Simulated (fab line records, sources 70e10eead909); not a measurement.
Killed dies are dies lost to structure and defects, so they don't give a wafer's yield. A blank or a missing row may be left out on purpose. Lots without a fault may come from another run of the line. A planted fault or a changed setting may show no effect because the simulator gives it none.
Which tool did it? | flow nand_harc | 12 lots, 36 wafers sampled, at 3 steps of a route of 1159

WHAT THE GAUGES READ, wafer by wafer
NHARC_A_BONDPAD_THK_MEAS_30: measures by ellipsometry.
lot  | measured     | on            | thk_nm (nm)
L779 | day 18 07:24 | film_metro-02 | 198.3 198.0 196.9
L781 | day 18 09:43 | film_metro-02 | 199.8 200.9 198.8
L783 | day 18 23:16 | film_metro-02 | 201.6 201.0 201.8
L784 | day 19 02:46 | film_metro-02 | 196.3 200.0 197.6
L785 | day 19 12:22 | film_metro-02 | 200.2 199.1 198.9
L787 | day 20 06:22 | film_metro-02 | 196.0 200.0 199.7
L793 | day 20 20:06 | film_metro-01 | 200.0 201.0 200.1
L794 | day 22 14:08 | film_metro-01 | 200.2 203.0 200.1
L797 | day 22 14:43 | film_metro-02 | 200.5 201.1 202.5
L796 | day 22 16:08 | film_metro-02 | 201.1 200.4 198.9
L798 | day 22 22:27 | film_metro-01 | 199.0 200.6 199.5
L799 | day 23 05:25 | film_metro-01 | 197.1 198.2 198.9

WHICH TOOL RAN EACH LOT (tool, then ch and the chambers of the sampled wafers, then the start)
lot  | NHARC_A_M1_ETCH_35                 | NHARC_A_M1_CMP_23
L779 | rie_diel-11 ch 0,1, day 18 03:29   | cmp-03 ch 1,2, day 18 05:34
L781 | rie_diel-03 ch 0,2, day 18 05:33   | cmp-01 ch 1,3, day 18 07:53
L783 | rie_diel-11 ch 0,1,3, day 18 19:25 | cmp-01 ch 0,2,3, day 18 21:28
L784 | rie_diel-03 ch 1,2, day 18 22:52   | cmp-01 ch 1,2, day 19 00:53
L785 | rie_diel-11 ch 0,2,3, day 19 08:32 | cmp-02 ch 0,1,3, day 19 10:32
L787 | rie_diel-11 ch 0,1,2, day 20 02:29 | cmp-02 ch 1,2,3, day 20 04:31
L793 | rie_diel-03 ch 1,2, day 20 16:03   | cmp-03 ch 2,3, day 20 18:04
L794 | rie_diel-03 ch 1,2, day 22 10:13   | cmp-01 ch 0,2, day 22 12:16
L797 | rie_diel-05 ch 0,1,3, day 22 10:44 | cmp-02 ch 0,1,3, day 22 12:46
L796 | rie_diel-05 ch 0,2,3, day 22 11:30 | cmp-02 ch 1,2,3, day 22 13:44
L798 | rie_diel-03 ch 2,3, day 22 18:36   | cmp-03 ch 2,3, day 22 20:37
L799 | rie_diel-11 ch 0,1, day 23 01:34   | cmp-02 ch 0,2,3, day 23 03:39
- NHARC_A_M1_ETCH_35: etches the open film in N2/H2, target depth 40 nm, overetch 12 nm, time 43.94 s.
- NHARC_A_M1_CMP_23: polishes, t overpolish 20 s, target thk 154.34 nm.

WHAT THE TOOLS THEMSELVES READ (means of the sampled wafers that have a number; where no wafer has one, the mark that the record gives instead)
NHARC_A_M1_ETCH_35.
lot  | tool        | drypump_motor_current_A (A) | oes_product_au (a.u.) | rf_vpp_V (V) | showerhead_plenum_p_Torr (Torr) | throttle_valve_pct (%)
L779 | rie_diel-11 | 5.3                         | 0.997                 | 431.8        | 2.09                            | 14.177
L781 | rie_diel-03 | 6.0                         | 1.000                 | 429.7        | 2.04                            | 14.170
L783 | rie_diel-11 | 5.3                         | 1.000                 | 431.3        | 2.09                            | 14.170
L784 | rie_diel-03 | 5.6                         | 0.992                 | 429.5        | 2.01                            | 14.172
L785 | rie_diel-11 | 5.4                         | 1.001                 | 432.0        | 2.10                            | 14.165
L787 | rie_diel-11 | 5.4                         | 0.997                 | 431.3        | 2.10                            | 14.168
L793 | rie_diel-03 | 5.6                         | 0.994                 | 430.1        | 2.01                            | 14.172
L794 | rie_diel-03 | 5.5                         | 0.992                 | 430.0        | 2.02                            | 14.166
L797 | rie_diel-05 | 5.5                         | 1.011                 | 431.6        | 2.06                            | 14.160
L796 | rie_diel-05 | 5.8                         | 1.002                 | 431.3        | 2.07                            | 14.174
L798 | rie_diel-03 | 5.7                         | 0.984                 | 428.4        | 1.95                            | 14.168
L799 | rie_diel-11 | 5.2                         | 0.994                 | 432.4        | 2.08                            | 14.169

NHARC_A_M1_CMP_23.
lot  | tool   | edge_zone_pressure_frac | motor_current_A (A) | pad_life_wafers | slurry_filter_dp_kPa (kPa) | time_to_endpoint_s (s)
L779 | cmp-03 | 0.997                   | 12.3                | 294             | 13.59                      | 28
L781 | cmp-01 | 1.000                   | 11.0                | 188             | 13.50                      | 26
L783 | cmp-01 | 1.003                   | 11.7                | 284             | 13.43                      | 30
L784 | cmp-01 | 1.000                   | 11.8                | 318             | 13.60                      | 24
L785 | cmp-02 | 1.001                   | 11.1                | 91              | 13.59                      | 28
L787 | cmp-02 | 0.999                   | 11.8                | 182             | 13.56                      | 26
L793 | cmp-03 | 1.004                   | 13.3                | 108             | 13.44                      | 27
L794 | cmp-01 | 0.998                   | 12.5                | 181             | 13.46                      | 33
L797 | cmp-02 | 1.001                   | 11.2                | 464             | 13.45                      | 31
L796 | cmp-02 | 1.000                   | 11.4                | 470             | 13.38                      | 26
L798 | cmp-03 | 0.997                   | 13.1                | 372             | 13.58                      | 28
L799 | cmp-02 | 1.001                   | 11.6                | 38              | 13.46                      | 31

THE ANSWER, worked out from the rows above alone
Rule: what is usual is taken from the lots themselves. Put in order of their means at a reading, lots are off if they are a third of the lots or fewer, leave a main group of 4 or more, and stand apart from it by a gap of 3 or more times the standard deviation of the main group's means; of several such gaps the widest counts. A main group whose means are all the same, to the digits that the tables above print for the reading, isn't used. A lot without any number at a reading at which 4 lots or more have one is off too. The other lots that the step has rows for count as sound. The gauges are gone through in route order, then the tools' own readings, and for those a lot's mean is taken as printed above. The first step at which some lot is off is used, and at that step the reading that is off furthest; a lot without a number counts as furthest.
No lot is off at any reading shown: from this, nothing can be told.

WHAT THE SIMULATOR HAD PUT IN
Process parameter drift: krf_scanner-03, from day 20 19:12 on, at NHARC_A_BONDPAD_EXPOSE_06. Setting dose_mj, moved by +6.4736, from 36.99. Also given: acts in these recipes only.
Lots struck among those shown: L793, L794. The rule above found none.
